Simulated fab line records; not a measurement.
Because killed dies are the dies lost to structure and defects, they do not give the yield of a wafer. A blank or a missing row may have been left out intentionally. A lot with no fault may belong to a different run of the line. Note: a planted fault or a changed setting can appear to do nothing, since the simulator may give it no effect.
fab line records | flow nandHarc
record lots=14 | wafers=42 | lastDay=33
route steps=1302 shown P_M2@350 P_BONDPAD@352 END@1302
lots that met no fault: taken from a fault-free run of the same line
startH: hours from the record's first day to the start of the lot's first wafer shown | waitH: hours since the lot's step before | " the same as in the row above | L1.1+2: several wafers, shown together as one row | - no value present, or no start provided | * or withheld: withheld | < > ~ a bound
route shown NAME@n: names a module that has steps shown in the file, with the first one's number in the route | usual: mean and standard deviation over wafers with no fault | same: alike in all rows | chamber/n: place in a boat | sites: per-site readings | _std_site: how widely they spread, as a standard deviation | _edge_site: the outer-site mean with the inner-site mean subtracted | radiusMm: for every site, how far away it sits from the centre of the wafer | mask NAME#n: copy n | behind: the tool/chamber that last shaped the wafer | hold: the reason the lot was held/the length of the hold in hours/how it ended | device: the transistor (n, p or np) that didn't switch | end of line: the route-end tests of the same wafers | a step given without rows: its recipe and nothing more | killed: count of dies lost to structure and defects at first sort (not the wafer's yield) | map: a wafer's dies, x killed, . not, _ none there
set.NAME: the setting that was run; set.NAME@STEP: the one run at that earlier step | model.NAME: the simulator's own value behind a step, which no gauge read
a sample of lots followed through the steps of the route, with each step as a table and each wafer as a row
services: a tool's chamber out of use, with start hour (startH, from the record's first day; less than 0 if before it), hours out, and reason
## steps
# step NHARC_P_M2_DEP_33
# recipe targetThkA=300 | tempC=370 | targetThkNm=30 | pressureTorr=3 | flowSccm=200 | rfW=450 | material=SiCN
# usual heaterPowerW=584/110
lot.wafer | tool     | chamber | startH | waitH | heaterPowerW
L488.1    | pecvd-03 | 1       | 132.33 | 0.1   | 607
L488.5    | "        | 2       | "      | "     | 644
L488.4    | "        | 0       | "      | "     | 363
L489.1    | pecvd-04 | 0       | 140.16 | 0.1   | 633
L489.6    | "        | 2       | "      | "     | 607
L489.5    | "        | 0       | "      | "     | 614
L490.2    | pecvd-04 | 0       | 152.87 | 0.1   | 698
L490.3    | "        | 1       | "      | "     | 725
L490.4    | "        | 0       | "      | "     | 679
L491.2    | pecvd-04 | 1       | 158.27 | 0.1   | 635
L491.5    | "        | 2       | "      | "     | 637
L491.6    | "        | 0       | "      | "     | 676
L492.3    | pecvd-01 | 1       | 168.86 | 0.1   | 617
L492.1    | "        | 2       | "      | "     | 395
L492.5    | "        | 0       | "      | "     | 655
L493.3    | pecvd-01 | 0       | 179.78 | 0.1   | 660
L493.5    | "        | 1       | "      | "     | 579
L493.6    | "        | 0       | "      | "     | 679
L494.6    | pecvd-01 | 1       | 195.91 | 0.2   | 595
L494.4    | "        | 2       | "      | "     | 381
L494.5    | "        | 0       | "      | "     | 721
L495.3    | pecvd-01 | 1       | 203.72 | 0.1   | 609
L495.2    | "        | 2       | "      | "     | 445
L495.1    | "        | 0       | "      | "     | 728
L496.3    | pecvd-01 | 2       | 211.43 | 0.1   | 379
L496.4    | "        | 0       | "      | "     | 668
L496.5    | "        | 1       | "      | "     | 630
L497.1    | pecvd-04 | 2       | 226.15 | 0.1   | 565
L497.4    | "        | 0       | "      | "     | 636
L497.6    | "        | 2       | "      | "     | 583
L506.1    | pecvd-04 | 0       | 313.29 | 0.1   | 626
L506.2    | "        | 1       | "      | "     | 638
L506.5    | "        | 1       | "      | "     | 641
L507.3    | pecvd-01 | 2       | 328.89 | 0.1   | 449
L507.5    | "        | 0       | "      | "     | 797
L507.6    | "        | 1       | "      | "     | 508
L510.1    | pecvd-01 | 1       | 350.64 | 0.1   | 568
L510.5    | "        | 0       | "      | "     | 694
L510.6    | "        | 1       | "      | "     | 569
L511.1    | pecvd-03 | 0       | 357.91 | 0.1   | 441
L511.4    | "        | 2       | "      | "     | 541
L511.5    | "        | 0       | "      | "     | 443
# step NHARC_P_BONDPAD_CMP_32
# recipe targetThkNm=200 | material=SiCN
# usual motorCurrentA=11.4/1
lot.wafer | tool   | chamber | startH | waitH | motorCurrentA
L488.4    | cmp-03 | 2       | 133.13 | -     | 13.8
L488.1    | "      | 0       | "      | "     | 12.7
L488.5    | "      | 2       | "      | "     | 13.3
L489.1    | cmp-01 | 3       | 141.12 | -     | 11.1
L489.5    | "      | 2       | "      | "     | 10.7
L489.6    | "      | 3       | "      | "     | 10.9
L490.2    | cmp-01 | 1       | 153.65 | -     | 11.5
L490.3    | "      | 2       | "      | "     | 10.7
L490.4    | "      | 3       | "      | "     | 10.8
L491.2    | cmp-04 | 0       | 159.01 | -     | 10.2
L491.6    | "      | 0       | "      | "     | 9.4
L491.5    | "      | 1       | "      | "     | 11.7
L492.1    | cmp-03 | 2       | 169.71 | -     | 12.6
L492.3    | "      | 0       | "      | "     | 12.5
L492.5    | "      | 1       | "      | "     | 9.3
L493.3    | cmp-03 | 1       | 180.52 | -     | 9.6
L493.6    | "      | 1       | "      | "     | 9.9
L493.5    | "      | 2       | "      | "     | 13.1
L494.4    | cmp-04 | 1       | 196.65 | -     | 11.6
L494.5    | "      | 2       | "      | "     | 11.8
L494.6    | "      | 3       | "      | "     | 10.6
L495.2    | cmp-01 | 3       | 204.55 | -     | 10.6
L495.3    | "      | 0       | "      | "     | 11.4
L495.1    | "      | 2       | "      | "     | 11.0
L496.4    | cmp-03 | 3       | 212.16 | -     | 11.9
L496.3    | "      | 2       | "      | "     | 13.0
L496.5    | "      | 3       | "      | "     | 11.6
L497.4    | cmp-04 | 1       | 226.92 | -     | 11.2
L497.1    | "      | 2       | "      | "     | 12.0
L497.6    | "      | 1       | "      | "     | 12.1
L506.1    | cmp-04 | 0       | 314.08 | -     | 10.4
L506.2    | "      | 2       | "      | "     | 12.1
L506.5    | "      | 3       | "      | "     | 10.8
L507.3    | cmp-01 | 0       | 329.67 | -     | 11.5
L507.6    | "      | 2       | "      | "     | 11.0
L507.5    | "      | 3       | "      | "     | 10.3
L510.1    | cmp-01 | 2       | 351.40 | -     | 11.2
L510.6    | "      | 1       | "      | "     | 12.4
L510.5    | "      | 2       | "      | "     | 11.0
L511.1    | cmp-04 | 2       | 358.64 | -     | 12.0
L511.4    | "      | 0       | "      | "     | 10.2
L511.5    | "      | 2       | "      | "     | 12.6
# step NHARC_P_BONDPAD_SOFTBAKE_04
# recipe tempC=125 | timeS=70
# usual heaterPowerTotalW=201.0/1.2
lot.wafer | tool          | chamber | startH | waitH | heaterPowerTotalW
L488.1    | lithoTrack-05 | 0       | 133    | -     | 201.5
L488.4    | "             | 0       | "      | "     | 199.6
L488.5    | "             | 0       | "      | "     | 202.6
L489.1    | lithoTrack-05 | 0       | 141    | -     | 201.5
L489.5    | "             | 0       | "      | "     | 200.1
L489.6    | "             | 0       | "      | "     | 199.6
L490.2    | lithoTrack-05 | 0       | 154    | -     | 199.8
L490.3    | "             | 0       | "      | "     | 200.2
L490.4    | "             | 0       | "      | "     | 201.6
L491.2    | lithoTrack-03 | 0       | 159    | -     | 202.5
L491.5    | "             | 0       | "      | "     | 199.1
L491.6    | "             | 0       | "      | "     | 200.7
L492.1    | lithoTrack-03 | 0       | 170    | -     | 201.2
L492.3    | "             | 0       | "      | "     | 201.1
L492.5    | "             | 0       | "      | "     | 202.6
L493.3    | lithoTrack-05 | 0       | 180    | -     | 201.4
L493.5    | "             | 0       | "      | "     | 199.4
L493.6    | "             | 0       | "      | "     | 199.8
L494.4    | lithoTrack-05 | 0       | 196    | -     | 202.6
L494.5    | "             | 0       | "      | "     | 199.6
L494.6    | "             | 0       | "      | "     | 200.1
L495.1    | lithoTrack-02 | 0       | 204    | -     | 201.5
L495.2    | "             | 0       | "      | "     | 202.0
L495.3    | "             | 0       | "      | "     | 201.5
L496.3    | lithoTrack-02 | 0       | 212    | -     | 199.4
L496.4    | "             | 0       | "      | "     | 198.9
L496.5    | "             | 0       | "      | "     | 202.5
L497.1    | lithoTrack-03 | 0       | 227    | -     | 200.2
L497.4    | "             | 0       | "      | "     | 200.3
L497.6    | "             | 0       | "      | "     | 202.0
L506.1    | lithoTrack-03 | 0       | 314    | -     | 190.5
L506.2    | "             | 0       | "      | "     | 189.7
L506.5    | "             | 0       | "      | "     | 190.5
L507.3    | lithoTrack-03 | 0       | 329    | -     | 189.7
L507.5    | "             | 0       | 330    | -     | 189.9
L507.6    | "             | 0       | "      | "     | 190.1
L510.1    | lithoTrack-02 | 0       | 351    | -     | 199.6
L510.5    | "             | 0       | "      | "     | 202.5
L510.6    | "             | 0       | "      | "     | 201.7
L511.1    | lithoTrack-02 | 0       | 359    | -     | 199.9
L511.4    | "             | 0       | "      | "     | 198.8
L511.5    | "             | 0       | "      | "     | 202.1
# step NHARC_P_BONDPAD_CD_MEAS_09
# recipe targetCdNm=500 | landingEnergyEv=500
# usual cdNm=499.7/2.3
lot.wafer | tool     | chamber | startH | waitH | cdNm
L488.1    | cdSem-02 | 0       | 133.82 | -     | 498.7
L488.4    | "        | 0       | "      | "     | 497.8
L488.5    | "        | 0       | "      | "     | 494.5
L489.1    | cdSem-01 | 0       | 141.91 | -     | 503.9
L489.5    | "        | 0       | "      | "     | 501.5
L489.6    | "        | 0       | "      | "     | 502.4
L490.2    | cdSem-02 | 0       | 154.47 | -     | 503.6
L490.3    | "        | 0       | "      | "     | 498.3
L490.4    | "        | 0       | "      | "     | 501.7
L491.2    | cdSem-02 | 0       | 159.82 | -     | 502.4
L491.5    | "        | 0       | "      | "     | 499.9
L491.6    | "        | 0       | "      | "     | 498.4
L492.1    | cdSem-02 | 0       | 170.38 | -     | 499.0
L492.3    | "        | 0       | "      | "     | 502.2
L492.5    | "        | 0       | "      | "     | 501.1
L493.3    | cdSem-02 | 0       | 181.34 | -     | 500.2
L493.5    | "        | 0       | "      | "     | 497.6
L493.6    | "        | 0       | "      | "     | 501.4
L494.4    | cdSem-02 | 0       | 197.28 | -     | 500.9
L494.5    | "        | 0       | "      | "     | 499.0
L494.6    | "        | 0       | "      | "     | 501.1
L495.1    | cdSem-03 | 0       | 205.37 | -     | 498.2
L495.2    | "        | 0       | "      | "     | 497.7
L495.3    | "        | 0       | "      | "     | 495.9
L496.3    | cdSem-02 | 0       | 212.86 | -     | 497.9
L496.4    | "        | 0       | "      | "     | 493.9
L496.5    | "        | 0       | "      | "     | 498.9
L497.1    | cdSem-03 | 0       | 227.58 | -     | 501.9
L497.4    | "        | 0       | "      | "     | 502.2
L497.6    | "        | 0       | "      | "     | 498.5
L506.1    | cdSem-03 | 0       | 314.87 | -     | 503.9
L506.2    | "        | 0       | "      | "     | 503.1
L506.5    | "        | 0       | "      | "     | 498.7
L507.3    | cdSem-03 | 0       | 330.31 | -     | 501.5
L507.5    | "        | 0       | "      | "     | 500.5
L507.6    | "        | 0       | "      | "     | 500.3
L510.1    | cdSem-03 | 0       | 352.22 | -     | 503.7
L510.5    | "        | 0       | "      | "     | 502.7
L510.6    | "        | 0       | "      | "     | 503.5
L511.1    | cdSem-01 | 0       | 359.46 | -     | 501.6
L511.4    | "        | 0       | "      | "     | 499.6
L511.5    | "        | 0       | "      | "     | 501.6
# step NHARC_END_SORT_01
# recipe tempC=25
# usual defectLimitedYield=90.2/2.3 | killedAtArray=62/15 | killedAtOther=0.8/1 | killedAtPeriphery=3.7/2.6 | killedDies=66/15 | killedOpen=3.1/1.8 | killedShort=2.6/1.7
# same grossDies=677
lot.wafer | tool      | chamber | startH | waitH | defectLimitedYield[%] | killedAtArray | killedAtOther | killedAtPeriphery | killedDies | killedOpen | killedShort
L490.2    | prober-02 | 0       | 575.23 | 2.8   | 86.4                  | 84            | 2             | 6                 | 92         | 1          | 1
L490.3    | prober-02 | 0       | 576.03 | 3.1   | 89.2                  | 67            | 3             | 3                 | 73         | 2          | 1
L490.4    | prober-02 | 0       | 576.83 | 3.4   | 88.2                  | 76            | 1             | 3                 | 80         | 4          | 4
L492.1    | prober-01 | 0       | 600.28 | 2.5   | 86.0                  | 89            | 0             | 6                 | 95         | 3          | 2
L492.3    | prober-01 | 0       | 601.89 | 3.1   | 85.8                  | 95            | 0             | 1                 | 96         | 7          | 2
L492.5    | prober-01 | 0       | 603.49 | 3.7   | 88.5                  | 76            | 0             | 2                 | 78         | 3          | 3
L491.2    | prober-02 | 0       | 601.12 | 2.8   | 92.6                  | 48            | 0             | 2                 | 50         | 6          | 2
L491.5    | prober-02 | 0       | 603.52 | 3.7   | 92.3                  | 48            | 0             | 4                 | 52         | 0          | 1
L491.6    | prober-02 | 0       | 604.32 | 4.0   | 93.9                  | 40            | 0             | 1                 | 41         | 0          | 1
L495.1    | prober-02 | 0       | 639.58 | 2.5   | 95.4                  | 28            | 1             | 2                 | 31         | 3          | 0
L495.2    | prober-02 | 0       | 640.39 | 2.8   | 93.2                  | 43            | 1             | 2                 | 46         | 3          | 1
L495.3    | prober-02 | 0       | 641.20 | 3.1   | 94.7                  | 34            | 0             | 2                 | 36         | 0          | 1
L497.1    | prober-01 | 0       | 655.26 | 2.5   | 91.7                  | 56            | 0             | 0                 | 56         | 1          | 5
L497.4    | prober-01 | 0       | 657.64 | 3.4   | 90.1                  | 64            | 0             | 3                 | 67         | 7          | 2
L497.6    | prober-01 | 0       | 659.23 | 4.0   | 90.8                  | 60            | 0             | 2                 | 62         | 3          | 2
L507.3    | prober-02 | 0       | 776.75 | 3.1   | 87.0                  | 83            | 0             | 5                 | 88         | 7          | 3
L507.5    | prober-02 | 0       | 778.36 | 3.7   | 88.6                  | 73            | 0             | 4                 | 77         | 3          | 2
L507.6    | prober-02 | 0       | 779.16 | 4.0   | 87.7                  | 70            | 0             | 13                | 83         | 2          | 4
# killed by level:class
L490.2 A_CHANNEL_HOLE_D1:chamberFilmFlake=37 A_SLIT:chamberFilmFlake=30 A_CHANNEL_HOLE_D2:chamberFilmFlake=6 A_CONTACT:chamberFilmFlake=4 P_CONTACT:chamberFilmFlake=3 P_M1:chamberFilmFlake=3 A_STAIRCASE:chamberFilmFlake=2 A_WL_FILL:chamberFilmFlake=2
L490.3 A_SLIT:chamberFilmFlake=30 A_CHANNEL_HOLE_D1:chamberFilmFlake=29 A_CHANNEL_HOLE_D2:chamberFilmFlake=3 THIN_TSV:chamberFilmFlake=3 A_DECK1_JOINT:chamberFilmFlake=2 P_STI:geometricParticle:short=1 A_CHANNEL_FILL_D2:geometricParticle:open=1 A_M1:geometricParticle:open=1
L490.4 A_CHANNEL_HOLE_D1:chamberFilmFlake=37 A_SLIT:chamberFilmFlake=22 A_CHANNEL_HOLE_D2:chamberFilmFlake=5 A_WL_FILL:chamberFilmFlake=3 A_DECK1_JOINT:chamberFilmFlake=2 P_M0:geometricParticle:short=1 P_M1:geometricParticle:open=1 A_ONON_D1:geometricParticle:short=1
L492.1 A_CHANNEL_HOLE_D1:chamberFilmFlake=38 A_SLIT:chamberFilmFlake=28 A_CHANNEL_HOLE_D2:chamberFilmFlake=13 P_ZERO_WELL:chamberFilmFlake=2 P_STI:chamberFilmFlake=2 P_GATE:chamberFilmFlake=2 A_CONTACT:chamberFilmFlake=2 A_ONON_D1:geometricParticle:open=1
L491.2 A_CHANNEL_HOLE_D2:chamberFilmFlake=29 A_CONTACT:chamberFilmFlake=4 A_CHANNEL_HOLE_D1:chamberFilmFlake=3 A_STAIRCASE:chamberFilmFlake=3 A_WL_FILL:geometricParticle:open=2 P_GATE:geometricParticle:open=1 A_CHANNEL_HOLE_D1:geometricParticle:open=1 A_CHANNEL_FILL_D1:geometricParticle:open=1
L492.3 A_CHANNEL_HOLE_D1:chamberFilmFlake=36 A_SLIT:chamberFilmFlake=27 A_CHANNEL_HOLE_D2:chamberFilmFlake=15 A_M0:geometricParticle:open=2 A_DECK1_JOINT:chamberFilmFlake=2 A_CONTACT:chamberFilmFlake=2 A_BLC:chamberFilmFlake=2 P_M0:geometricParticle:open=1
L492.5 A_CHANNEL_HOLE_D1:chamberFilmFlake=31 A_SLIT:chamberFilmFlake=23 A_CHANNEL_HOLE_D2:chamberFilmFlake=7 A_ZERO_WELL:chamberFilmFlake=3 A_CONTACT:chamberFilmFlake=3 A_M0:geometricParticle:open=2 P_M1:geometricParticle:short=1 A_ONON_D1:geometricParticle:short=1
L491.5 A_CHANNEL_HOLE_D2:chamberFilmFlake=31 A_STAIRCASE:chamberFilmFlake=4 A_CHANNEL_HOLE_D1:chamberFilmFlake=3 A_DECK1_JOINT:chamberFilmFlake=3 A_SLIT:chamberFilmFlake=3 A_CONTACT:chamberFilmFlake=3 P_ZERO_WELL:chamberFilmFlake=2 A_WL_FILL:geometricParticle:short=1
L491.6 A_CHANNEL_HOLE_D2:chamberFilmFlake=29 A_STAIRCASE:chamberFilmFlake=4 A_CHANNEL_HOLE_D1:chamberFilmFlake=3 A_CHANNEL_FILL_D1:chamberFilmFlake=2 A_WL_FILL:geometricParticle:short=1 P_ZERO_WELL:chamberFilmFlake=1 A_CONTACT:chamberFilmFlake=1
L495.1 A_CHANNEL_HOLE_D2:chamberFilmFlake=10 A_STAIRCASE:chamberFilmFlake=5 A_CONTACT:chamberFilmFlake=5 A_CHANNEL_HOLE_D1:chamberFilmFlake=4 P_M0:geometricParticle:open=1 A_CHANNEL_HOLE_D2:geometricParticle:open=1 A_WL_FILL:geometricParticle:open=1 P_GATE:chamberFilmFlake=1
L495.2 A_CHANNEL_HOLE_D2:chamberFilmFlake=17 A_STAIRCASE:chamberFilmFlake=8 A_CONTACT:chamberFilmFlake=6 A_CHANNEL_HOLE_D1:chamberFilmFlake=4 A_WL_FILL:chamberFilmFlake=3 P_M0:geometricParticle:open=1 A_CHANNEL_FILL_D2:geometricParticle:short=1 A_SGD_CUT:geometricParticle:open=1
L495.3 A_CHANNEL_HOLE_D2:chamberFilmFlake=10 A_STAIRCASE:chamberFilmFlake=8 A_CONTACT:chamberFilmFlake=7 A_CHANNEL_HOLE_D1:chamberFilmFlake=6 A_SLIT:chamberFilmFlake=2 P_CONTACT:geometricParticle:short=1 P_STI:chamberFilmFlake=1 A_CHANNEL_FILL_D2:chamberFilmFlake=1
L497.1 A_CHANNEL_HOLE_D1:chamberFilmFlake=26 A_CHANNEL_HOLE_D2:chamberFilmFlake=13 A_CONTACT:chamberFilmFlake=6 A_M0:chamberFilmFlake=3 A_CHANNEL_FILL_D1:geometricParticle:short=2 A_STAIRCASE:geometricParticle:open=1 A_WL_FILL:geometricParticle:short=1 A_CONTACT:geometricParticle:short=1
L497.4 A_CHANNEL_HOLE_D1:chamberFilmFlake=33 A_CHANNEL_HOLE_D2:chamberFilmFlake=12 A_CONTACT:chamberFilmFlake=8 A_M0:chamberFilmFlake=3 A_CHANNEL_HOLE_D1:geometricParticle:open=2 A_CHANNEL_FILL_D2:geometricParticle:open=2 P_M0:geometricParticle:open=1 P_M1:geometricParticle:open=1
L497.6 A_CHANNEL_HOLE_D1:chamberFilmFlake=26 A_CHANNEL_HOLE_D2:chamberFilmFlake=16 A_M0:chamberFilmFlake=5 A_CONTACT:chamberFilmFlake=4 A_CHANNEL_FILL_D2:chamberFilmFlake=3 A_WL_FILL:chamberFilmFlake=2 P_CONTACT:geometricParticle:open=1 A_SOURCE_PLATE:geometricParticle:open=1
L507.3 A_CHANNEL_HOLE_D1:chamberFilmFlake=35 A_CHANNEL_HOLE_D2:chamberFilmFlake=26 A_BONDPAD:chamberFilmFlake=6 A_SLIT:chamberFilmFlake=3 A_STAIRCASE:chamberFilmFlake=3 A_CONTACT:chamberFilmFlake=3 P_GATE:geometricParticle:open=2 A_ONON_D2:geometricParticle:short=2
L507.5 A_CHANNEL_HOLE_D2:chamberFilmFlake=26 A_CHANNEL_HOLE_D1:chamberFilmFlake=25 A_CONTACT:chamberFilmFlake=7 P_CONTACT:chamberFilmFlake=3 A_SLIT:chamberFilmFlake=3 A_ONON_D2:geometricParticle:open=2 A_BONDPAD:chamberFilmFlake=2 A_BLC:chamberFilmFlake=2
L507.6 A_CHANNEL_HOLE_D1:chamberFilmFlake=33 A_CHANNEL_HOLE_D2:chamberFilmFlake=21 P_M1:chamberFilmFlake=7 A_CONTACT:chamberFilmFlake=7 A_SLIT:chamberFilmFlake=4 P_CONTACT:chamberFilmFlake=3 P_ZERO_WELL:geometricParticle:short=1 P_CONTACT:geometricParticle:short=1
## services
tool          | chamber | startH | hours | kind
cmp-04        | -       | 112.51 | 4.0   | pm
cmp-03        | -       | 114.22 | 2.3   | repair
cmp-03        | -       | 123.53 | 0.4   | repair
lithoTrack-05 | -       | 124.00 | 7.0   | pm
pecvd-01      | -       | 130.00 | 13.0  | pm
cmp-03        | -       | 134.01 | 4.0   | repair
cmp-01        | -       | 185.50 | 4.0   | pm
pecvd-04      | -       | 201.76 | 0.9   | repair
cmp-04        | -       | 202.21 | 1.0   | repair
cmp-04        | -       | 210.51 | 4.0   | pm
cmp-04        | -       | 216.85 | 1.9   | repair
cmp-04        | -       | 219.82 | 3.1   | repair
cmp-04        | -       | 228.29 | 3.6   | repair
cmp-04        | -       | 246.26 | 2.4   | repair
cmp-04        | -       | 250.94 | 1.8   | repair
lithoTrack-03 | -       | 275.00 | 7.0   | pm
pecvd-04      | -       | 276.10 | 13.0  | pm
cmp-01        | -       | 283.50 | 4.0   | pm
lithoTrack-05 | -       | 299.00 | 7.0   | pm
pecvd-04      | -       | 302.30 | 1.9   | repair
cmp-04        | -       | 308.51 | 4.0   | pm
pecvd-01      | -       | 311.00 | 13.0  | pm
pecvd-04      | -       | 315.63 | 1.8   | repair
pecvd-04      | -       | 337.61 | 0.6   | repair
## key
firstSign step=NHARC_P_BONDPAD_SOFTBAKE_04 | reading=heaterPowerTotalW | direction=down | sigmas=8.9 | usual=* | struck=*
effect none on later readings
metAt NHARC_P_BONDPAD_SOFTBAKE_04
struckLots L506,L507
notActingAt NHARC_P_M2_DEP_33,NHARC_P_BONDPAD_CMP_32,NHARC_P_BONDPAD_CD_MEAS_09
onsetBetween 227 314
fault kind=processParameterDrift | tool=lithoTrack-03 | chamber=- | onsetH=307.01 | steps=NHARC_P_BONDPAD_SOFTBAKE_04 | channel=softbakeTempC | offset=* | shape=step | endH=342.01 | actsIn=* | stated=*
